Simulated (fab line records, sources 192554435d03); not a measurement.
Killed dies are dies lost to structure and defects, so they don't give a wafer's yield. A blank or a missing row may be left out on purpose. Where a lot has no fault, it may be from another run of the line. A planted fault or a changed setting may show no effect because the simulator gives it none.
Which tool is to blame?	flow n5_finfet	Sampling: 24 lots, 72 wafers, 6 of 1938 route steps

WHAT EACH GAUGE READ, for each wafer
Not one reading of a measure or inspect step in the record can be checked against a usual standard deviation.

EACH LOT AND THE TOOL THAT RAN IT (in order: tool; ch and the chambers of the sampled wafers; start)
lot	N5_BEOL_M4_ETCH_63	N5_BEOL_M4_ETCH_70	N5_BEOL_M4_ETCH_41	N5_BEOL_M4_DEGAS_44	N5_BEOL_M4_SPUTTER_94	N5_BEOL_M4_PRE_CLEAN_60
L074	rie_diel-02 ch 2,3, day 8 05:54	rie_diel-04 ch 0,2,3, day 8 15:31	rie_diel-04 ch 0,2,3, day 8 16:46 or earlier	pvd_sputter-03, day 8 16:46	pvd_sputter-03, day 8 20:38	cvd_co-01 ch 1,2, day 8 22:03
L075	rie_diel-01 ch 0,1,3, day 8 06:22	rie_diel-01 ch 0,3, day 8 15:26	rie_diel-01 ch 0,3, day 8 16:37 or earlier	pvd_sputter-03, day 8 16:37	pvd_sputter-01, day 8 18:59	cvd_co-02 ch 0,2, day 8 20:08
L076	rie_diel-01 ch 1,3, day 8 11:42	rie_diel-01 ch 1,2,3, day 8 23:16	rie_diel-01 ch 1,2,3, day 9 00:08 or earlier	pvd_sputter-01, day 9 00:08	pvd_sputter-01, day 9 02:39	cvd_co-02 ch 0,2, day 9 03:43
L077	rie_diel-02 ch 0,1,2, day 8 13:57	rie_diel-02 ch 2,3, day 9 15:11	rie_diel-02 ch 2,3, day 9 16:04 or earlier	pvd_sputter-03, day 9 16:04	pvd_sputter-01, day 9 18:25	cvd_co-02 ch 0,2, day 9 19:37
L078	rie_diel-04 ch 0,2,3, day 8 23:34	rie_diel-01 ch 0,3, day 9 18:19	rie_diel-01 ch 0,3, day 9 19:05 or earlier	pvd_sputter-02, day 9 19:05	pvd_sputter-01, day 9 21:16	cvd_co-02 ch 0,2, day 9 22:31
L079	rie_diel-01 ch 0,2,3, day 9 03:10	rie_diel-01 ch 0,2, day 9 07:53	rie_diel-01 ch 0,2, day 9 08:58 or earlier	pvd_sputter-02, day 9 08:58	pvd_sputter-03, day 9 11:11	cvd_co-01 ch 1,2, day 9 12:14
L081	rie_diel-02 ch 0,1,2, day 9 22:21	rie_diel-02 ch 0,1, day 10 02:20	rie_diel-02 ch 0,1, day 10 02:55 or earlier	pvd_sputter-01, day 10 02:55	pvd_sputter-01, day 10 06:45	cvd_co-01 ch 0,1, day 10 07:49
L080	rie_diel-02 ch 0,2,3, day 9 22:35	rie_diel-02 ch 0,1, day 10 11:23	rie_diel-02 ch 0,1, day 10 12:23 or earlier	pvd_sputter-03, day 10 12:23	pvd_sputter-03, day 10 15:32	cvd_co-01 ch 1,2, day 10 16:55
L082	rie_diel-01 ch 0,2, day 10 00:03	rie_diel-04 ch 0,3, day 10 12:28	rie_diel-04 ch 0,3, day 10 13:01 or earlier	pvd_sputter-02, day 10 13:01	pvd_sputter-02, day 10 15:41	cvd_co-01 ch 1,2, day 10 17:17
L085	rie_diel-04 ch 0,3, day 10 06:52	rie_diel-04 ch 0,3, day 10 16:14	rie_diel-04 ch 0,3, day 10 17:13 or earlier	pvd_sputter-02, day 10 17:13	pvd_sputter-03, day 10 19:42	cvd_co-01 ch 0,1,2, day 10 20:45
L084	rie_diel-02 ch 1,3, day 10 07:41	rie_diel-01 ch 0,1,2, day 10 17:33	rie_diel-01 ch 0,1,2, day 10 19:58 or earlier	pvd_sputter-01, day 10 19:58	pvd_sputter-03, day 10 22:05	cvd_co-02 ch 1,2, day 10 23:07
L083	rie_diel-04 ch 0,2, day 10 09:43	rie_diel-02 ch 0,2, day 10 16:43	rie_diel-02 ch 0,2, day 10 17:30 or earlier	pvd_sputter-03, day 10 17:30	pvd_sputter-02, day 10 19:49	cvd_co-02 ch 1,2, day 10 21:24
L086	rie_diel-02 ch 0,1, day 11 03:26	rie_diel-04 ch 1,2,3, day 11 17:57	rie_diel-04 ch 1,2,3, day 11 18:31 or earlier	pvd_sputter-01, day 11 18:31	pvd_sputter-03, day 11 20:43	cvd_co-02 ch 0,1,2, day 11 22:07
L089	rie_diel-02 ch 0,1, day 11 21:53	rie_diel-02 ch 0,1,3, day 11 23:09	rie_diel-02 ch 0,1,3, day 11 23:53 or earlier	pvd_sputter-03, day 11 23:53	pvd_sputter-03, day 12 03:30	cvd_co-02 ch 0,2, day 12 05:35
L087	rie_diel-04 ch 2,3, day 11 21:56	rie_diel-02 ch 1,3, day 12 02:05	rie_diel-02 ch 1,3, day 12 03:01 or earlier	pvd_sputter-02, day 12 03:01	pvd_sputter-02, day 12 05:20	cvd_co-02 ch 0,1,2, day 12 06:41
L090	rie_diel-04 ch 0,1,3, day 11 23:26	rie_diel-01 ch 1,2,3, day 12 02:37	rie_diel-01 ch 1,2,3, day 12 03:43 or earlier	pvd_sputter-02, day 12 03:43	pvd_sputter-01, day 12 07:04	cvd_co-01 ch 0,1,2, day 12 08:07
L088	rie_diel-02 ch 0,1, day 12 04:34	rie_diel-01 ch 0,1,2, day 12 11:46	rie_diel-01 ch 0,1,2, day 12 12:34 or earlier	pvd_sputter-02, day 12 12:34	pvd_sputter-03, day 12 14:50	cvd_co-01 ch 1,2, day 12 15:53
L091	rie_diel-04 ch 0,3, day 12 04:36	rie_diel-01 ch 0,1, day 12 12:14	rie_diel-01 ch 0,1, day 12 13:05 or earlier	pvd_sputter-01, day 12 13:05	pvd_sputter-03, day 12 17:18	cvd_co-01 ch 1,2, day 12 18:22
L092	rie_diel-04 ch 1,2,3, day 12 06:31	rie_diel-01 ch 0,1,2, day 12 17:49	rie_diel-01 ch 0,1,2, day 12 18:55 or earlier	pvd_sputter-01, day 12 18:55	pvd_sputter-01, day 12 21:39	cvd_co-02 ch 1,2, day 12 22:41
L093	rie_diel-01 ch 2,3, day 12 12:39	rie_diel-02 ch 0,2,3, day 13 07:07	rie_diel-02 ch 0,2,3, day 13 08:50 or earlier	pvd_sputter-02, day 13 08:50	pvd_sputter-02, day 13 11:19	cvd_co-02 ch 0,1,2, day 13 12:27
L094	rie_diel-02 ch 0,2,3, day 12 13:56	rie_diel-02 ch 0,1,2, day 13 08:16	rie_diel-02 ch 0,1,2, day 13 08:58 or earlier	pvd_sputter-03, day 13 08:58	pvd_sputter-03, day 13 11:11	cvd_co-02 ch 0,1, day 13 12:14
L095	rie_diel-04 ch 2,3, day 13 02:50	rie_diel-04 ch 1,2,3, day 13 08:19	rie_diel-04 ch 1,2,3, day 13 09:01 or earlier	pvd_sputter-02, day 13 09:01	pvd_sputter-03, day 13 13:01	cvd_co-02 ch 0,1,2, day 13 14:04
L096	rie_diel-02 ch 0,2, day 13 19:39	rie_diel-01 ch 0,1,3, day 14 14:22	rie_diel-01 ch 0,1,3, day 14 15:05 or earlier	pvd_sputter-01, day 14 15:05	pvd_sputter-02, day 14 17:19	cvd_co-01 ch 1,2, day 14 18:22
L097	rie_diel-01 ch 0,1,3, day 15 13:13	rie_diel-01 ch 0,1,3, day 15 15:18	rie_diel-01 ch 0,1,3, day 15 16:08 or earlier	pvd_sputter-02, day 15 16:08	pvd_sputter-01, day 15 18:25	cvd_co-01 ch 0,1,2, day 15 19:27
- N5_BEOL_M4_ETCH_63: etches SiARC in CF4, target depth 15.6 nm, time 26 s.
- N5_BEOL_M4_ETCH_70: etches SOC in N2/H2, target depth 80 nm, overetch 24 nm, time 130 s.
- N5_BEOL_M4_ETCH_41: etches SiCN in CH3F/O2, target depth 29.9 nm, time 52.5 s.
- N5_BEOL_M4_DEGAS_44: time 60 s.
- N5_BEOL_M4_SPUTTER_94: material Cu, target thk 4.5 nm, time 8.29 s.
- N5_BEOL_M4_PRE_CLEAN_60: time 15 s.

WHAT THE TOOLS THEMSELVES READ (means of the sampled wafers that have a number; where no wafer has one, the mark that the record gives instead)
N5_BEOL_M4_ETCH_63. Usual: drypump_motor_current_A 5.7 A, standard deviation 0.41; etch_rf_on_time_s 25.9 s, standard deviation 0.56; oes_product_au 0.67 a.u., standard deviation 0.074; rf_vpp_V 184.2 V, standard deviation 1.3; showerhead_plenum_p_Torr 2.16 Torr, standard deviation 0.077; throttle_valve_pct 15.56 %, standard deviation 0.19.
lot	tool	drypump_motor_current_A (A)	etch_rf_on_time_s (s)	oes_product_au (a.u.)	rf_vpp_V (V)	showerhead_plenum_p_Torr (Torr)	throttle_valve_pct (%)	flag
L074	rie_diel-02	5.7	26.0	0.59	184.3	2.15	15.71	
L075	rie_diel-01	5.0	26.1	0.65	183.8	2.17	15.63	
L076	rie_diel-01	5.0	25.6	0.69	183.8	2.21	15.51	
L077	rie_diel-02	5.6	25.8	0.63	183.2	2.08	15.67	
L078	rie_diel-04	5.7	25.4	0.72	185.2	2.17	15.43	
L079	rie_diel-01	5.4	26.4	0.69	184.8	2.22	15.50	
L081	rie_diel-02	5.6	25.9	0.62	183.2	2.08	15.69	
L080	rie_diel-02	5.6	26.4	0.59	183.7	2.13	15.73	
L082	rie_diel-01	5.9	26.3	0.69	184.4	2.22	15.55	
L085	rie_diel-04	5.8	25.9	0.67	185.0	2.18	15.49	
L084	rie_diel-02	5.6	26.5	0.60	183.8	2.16	15.59	
L083	rie_diel-04	5.8	26.1	0.72	184.2	2.15	15.43	
L086	rie_diel-02	5.4	25.4	0.63	184.1	2.11	15.60	
L089	rie_diel-02	5.5	25.8	0.63	182.8	2.09	15.60	
L087	rie_diel-04	5.8	26.1	0.64	182.8	2.12	15.58	
L090	rie_diel-04	6.0	26.1	0.65	184.6	2.19	15.61	
L088	rie_diel-02	5.4	25.3	0.62	183.3	2.11	15.63	
L091	rie_diel-04	5.7	26.0	0.70	185.2	2.21	15.44	
L092	rie_diel-04	6.0	26.6	0.62	184.3	2.13	15.67	
L093	rie_diel-01	5.9	26.0	0.71	185.1	2.26	15.44	
L094	rie_diel-02	5.6	25.1	0.76	185.0	2.20	15.43	
L095	rie_diel-04	5.8	26.2	0.65	183.4	2.10	15.57	
L096	rie_diel-02	5.5	25.5	0.67	184.5	2.18	15.64	
L097	rie_diel-01	5.0	26.2	0.66	185.1	2.15	15.56	

N5_BEOL_M4_ETCH_70. Usual: drypump_motor_current_A 5.5 A, standard deviation 0.47; oes_product_au 0.58 a.u., standard deviation 0.059; rf_vpp_V 524.2 V, standard deviation 2.8; showerhead_plenum_p_Torr 2.55 Torr, standard deviation 0.1; throttle_valve_pct 17.76 %, standard deviation 0.17.
lot	tool	drypump_motor_current_A (A)	oes_product_au (a.u.)	rf_vpp_V (V)	showerhead_plenum_p_Torr (Torr)	throttle_valve_pct (%)	flag
L074	rie_diel-04	5.7	0.62	524.6	2.58	17.67	
L075	rie_diel-01	4.9	0.56	524.4	2.57	17.74	
L076	rie_diel-01	5.5	0.59	526.3	2.64	17.80	
L077	rie_diel-02	5.8	0.51	522.9	2.48	18.09	
L078	rie_diel-01	4.9	0.56	524.4	2.57	17.76	
L079	rie_diel-01	5.9	0.60	526.3	2.64	17.80	
L081	rie_diel-02	5.4	0.54	523.1	2.49	17.70	
L080	rie_diel-02	5.4	0.54	522.3	2.49	17.71	
L082	rie_diel-04	5.8	0.58	525.3	2.60	17.85	
L085	rie_diel-04	5.7	0.61	526.2	2.65	17.78	
L084	rie_diel-01	5.5	0.62	524.7	2.57	17.76	
L083	rie_diel-02	5.5	0.52	521.3	2.47	17.87	
L086	rie_diel-04	6.0	0.54	523.4	2.53	17.80	
L089	rie_diel-02	5.6	0.58	523.3	2.52	17.64	
L087	rie_diel-02	5.7	0.60	522.5	2.49	17.68	
L090	rie_diel-01	5.5	0.63	525.7	2.63	17.71	
L088	rie_diel-01	5.5	0.60	524.1	2.56	17.78	
L091	rie_diel-01	5.1	0.57	523.3	2.49	17.79	
L092	rie_diel-01	5.5	0.59	523.9	2.56	17.79	
L093	rie_diel-02	5.6	0.63	526.1	2.61	17.68	
L094	rie_diel-02	5.6	0.58	524.4	2.55	17.79	
L095	rie_diel-04	6.0	0.54	523.2	2.53	17.83	
L096	rie_diel-01	5.0	0.58	525.4	2.55	17.75	
L097	rie_diel-01	5.0	0.57	524.8	2.55	17.77	

N5_BEOL_M4_ETCH_41. Usual: drypump_motor_current_A 5.5 A, standard deviation 0.47; oes_product_au 0.79 a.u., standard deviation 0.087; rf_vpp_V 297.5 V, standard deviation 1.7; showerhead_plenum_p_Torr 2.01 Torr, standard deviation 0.074; throttle_valve_pct 16.26 %, standard deviation 0.2.
lot	tool	drypump_motor_current_A (A)	oes_product_au (a.u.)	rf_vpp_V (V)	showerhead_plenum_p_Torr (Torr)	throttle_valve_pct (%)	flag
L074	rie_diel-04	5.7	0.84	297.8	2.03	16.13	
L075	rie_diel-01	4.9	0.77	298.8	2.03	16.29	
L076	rie_diel-01	5.5	0.80	298.7	2.06	16.24	
L077	rie_diel-02	5.8	0.68	296.5	1.95	16.54	
L078	rie_diel-01	4.9	0.75	296.9	2.03	16.33	
L079	rie_diel-01	5.9	0.81	299.2	2.08	16.29	
L081	rie_diel-02	5.4	0.74	296.5	1.98	16.27	
L080	rie_diel-02	5.4	0.74	296.7	1.97	16.28	
L082	rie_diel-04	5.8	0.78	298.1	2.04	16.19	
L085	rie_diel-04	5.7	0.83	298.4	2.07	16.11	
L084	rie_diel-01	5.5	0.86	297.4	2.02	16.24	
L083	rie_diel-02	5.5	0.70	296.3	1.96	16.42	
L086	rie_diel-04	6.0	0.73	296.7	2.00	16.38	
L089	rie_diel-02	5.5	0.81	296.8	1.99	16.16	
L087	rie_diel-02	5.6	0.82	296.7	1.97	16.15	
L090	rie_diel-01	5.5	0.85	298.6	2.06	16.12	
L088	rie_diel-01	5.5	0.82	297.9	2.02	16.28	
L091	rie_diel-01	5.0	0.77	296.9	1.97	16.37	
L092	rie_diel-01	5.5	0.81	297.4	2.02	16.28	
L093	rie_diel-02	5.6	0.85	298.6	2.06	16.15	
L094	rie_diel-02	5.6	0.79	296.8	2.01	16.31	
L095	rie_diel-04	6.0	0.72	296.7	1.99	16.39	
L096	rie_diel-01	5.0	0.79	297.2	2.00	16.25	
L097	rie_diel-01	5.0	0.78	297.0	2.00	16.25	

N5_BEOL_M4_DEGAS_44. Usual: heater_power_w reads 338 W (standard deviation 37).
lot	tool	heater_power_w (W)	flag
L074	pvd_sputter-03	313	
L075	pvd_sputter-03	335	
L076	pvd_sputter-01	360	
L077	pvd_sputter-03	315	
L078	pvd_sputter-02	334	
L079	pvd_sputter-02	368	
L081	pvd_sputter-01	357	
L080	pvd_sputter-03	338	
L082	pvd_sputter-02	350	
L085	pvd_sputter-02	330	
L084	pvd_sputter-01	354	
L083	pvd_sputter-03	321	
L086	pvd_sputter-01	343	
L089	pvd_sputter-03	341	
L087	pvd_sputter-02	306	
L090	pvd_sputter-02	326	
L088	pvd_sputter-02	369	
L091	pvd_sputter-01	351	
L092	pvd_sputter-01	364	
L093	pvd_sputter-02	376	
L094	pvd_sputter-03	316	
L095	pvd_sputter-02	374	
L096	pvd_sputter-01	353	
L097	pvd_sputter-02	344	

N5_BEOL_M4_SPUTTER_94. Usual: throttle_valve_pct reads 30.4 % (standard deviation 0.98).
lot	tool	throttle_valve_pct (%)	flag
L074	pvd_sputter-03	30.1	
L075	pvd_sputter-01	30.1	
L076	pvd_sputter-01	31.2	
L077	pvd_sputter-01	30.5	
L078	pvd_sputter-01	29.9	
L079	pvd_sputter-03	30.5	
L081	pvd_sputter-01	31.0	
L080	pvd_sputter-03	30.3	
L082	pvd_sputter-02	29.0	
L085	pvd_sputter-03	30.0	
L084	pvd_sputter-03	31.2	
L083	pvd_sputter-02	29.2	
L086	pvd_sputter-03	30.5	
L089	pvd_sputter-03	30.6	
L087	pvd_sputter-02	29.3	
L090	pvd_sputter-01	30.8	
L088	pvd_sputter-03	30.4	
L091	pvd_sputter-03	30.6	
L092	pvd_sputter-01	31.2	
L093	pvd_sputter-02	29.1	
L094	pvd_sputter-03	30.3	
L095	pvd_sputter-03	31.1	
L096	pvd_sputter-02	29.9	
L097	pvd_sputter-01	31.4	

N5_BEOL_M4_PRE_CLEAN_60. Usual: heater_power_outer_w 17 W, standard deviation 11; heater_power_w 75 W, standard deviation 14.
lot	tool	heater_power_outer_w (W)	heater_power_w (W)	flag
L074	cvd_co-01	12	63	
L075	cvd_co-02	13	78	
L076	cvd_co-02	14	78	
L077	cvd_co-02	17	81	
L078	cvd_co-02	13	77	
L079	cvd_co-01	12	64	
L081	cvd_co-01	15	71	
L080	cvd_co-01	12	65	
L082	cvd_co-01	12	64	
L085	cvd_co-01	11	65	
L084	cvd_co-02	19	81	
L083	cvd_co-02	19	82	
L086	cvd_co-02	22	86	
L089	cvd_co-02	14	76	
L087	cvd_co-02	23	85	
L090	cvd_co-01	11	65	
L088	cvd_co-01	9	59	
L091	cvd_co-01	13	65	
L092	cvd_co-02	28	89	
L093	cvd_co-02	22	85	
L094	cvd_co-02	27	88	
L095	cvd_co-02	23	85	
L096	cvd_co-01	9	59	
L097	cvd_co-01	12	66	

THE ANSWER, worked out from the rows above alone
Rule: lot off if the mean of its wafers having a number is beyond 3 standard deviations from the usual mean. Also off: a lot with no number at a reading for which 4 or more lots have one. All remaining lots with rows at the step are treated as sound. First the gauges in route order, then the tools' own readings, where a lot's mean is used as printed above. At the first step where some lot is off, the reading lying furthest off is the one used; lots without a number count as furthest.
No lot is off at any reading shown: from this, nothing can be told.

WHAT WAS PUT IN BY THE SIMULATOR
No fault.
